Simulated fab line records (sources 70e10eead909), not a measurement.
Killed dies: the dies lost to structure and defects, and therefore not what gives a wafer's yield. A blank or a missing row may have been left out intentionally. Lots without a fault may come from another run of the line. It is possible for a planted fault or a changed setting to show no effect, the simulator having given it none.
Chamber matching | flow nand harc | rie diel-01 running NHARC_A_STAIRCASE_DESCUM_291: 4 sister chambers
The step chemistry O2, time 3 s. 14 wafers are shown with their chamber, then 7 later ones without.

WAFERS PAIRED WITH THEIR CHAMBERS
wafer  | chamber | showerhead plenum p Torr (Torr) | drypump motor current A (A) | oes product au (a.u.)
L080.1 | 1       | 1.80                            | 5.5                         | 0.991
L080.2 | 2       | 1.94                            | 4.8                         | 1.002
L080.3 | 0       | 2.00                            | 5.8                         | 0.989
L082.2 | 3       | 2.00                            | 5.2                         | 1.006
L082.3 | 2       | 1.94                            | 4.8                         | 1.001
L082.6 | 2       | 1.94                            | 4.9                         | 1.005
L084.1 | 1       | 1.80                            | 5.5                         | 0.989
L084.4 | 3       | 2.00                            | 5.2                         | 0.987
L084.6 | 3       | 2.00                            | 5.2                         | 0.996
L085.1 | 1       | 1.80                            | 5.5                         | 1.001
L085.3 | 3       | 2.00                            | 5.2                         | 1.004
L085.6 | 1       | 1.80                            | 5.5                         | 0.998
L091.2 | 0       | 1.99                            | 5.8                         | 0.994
L091.4 | 1       | 1.80                            | 5.5                         | 0.995

SIGNATURES (means of the wafers above)
reading                  | chamber 0 | chamber 1 | chamber 2 | chamber 3 | scatter within a chamber
showerhead plenum p Torr | 1.9950    | 1.8000    | 1.9400    | 2.0000    | 0.00224
drypump motor current A  | 5.800     | 5.500     | 4.833     | 5.200     | 0.0258
oes product au           | 0.99150   | 0.99480   | 1.00267   | 0.99825   | 0.00585
Rule: distance of a wafer from a chamber = root of the sum over the readings of ((wafer's reading minus chamber's mean) / reading's scatter) squared. The wafer belongs to the nearest chamber; if the next one is less than 2 further off, it can't be placed. The scatter is the square root of a quotient: the sum, over the shown wafers, of each reading's squared deviation from its chamber's mean, divided by wafers minus chambers.

WAFERS WITHOUT THEIR CHAMBER
wafer  | showerhead plenum p Torr (Torr) | drypump motor current A (A) | oes product au (a.u.)
L091.6 | 1.99                            | 5.8                         | 0.995
L094.4 | 1.80                            | 5.5                         | 0.988
L094.5 | 1.93                            | 4.8                         | 0.993
L094.6 | 1.99                            | 5.2                         | 0.991
L097.3 | 1.99                            | 5.2                         | 1.006
L097.4 | 1.98                            | 5.8                         | 0.994
L097.6 | 1.93                            | 4.8                         | 1.010

EACH ONE'S CHAMBER
wafer  | from the rows above | in truth
L091.6 | 0                   | 0
L094.4 | 1                   | 1
L094.5 | 2                   | 2
L094.6 | 3                   | 3
L097.3 | 3                   | 3
L097.4 | 0                   | 0
L097.6 | 2                   | 2
7 of 7 placed correctly. Can't be placed from these rows: 0. Placed wrongly: 0.
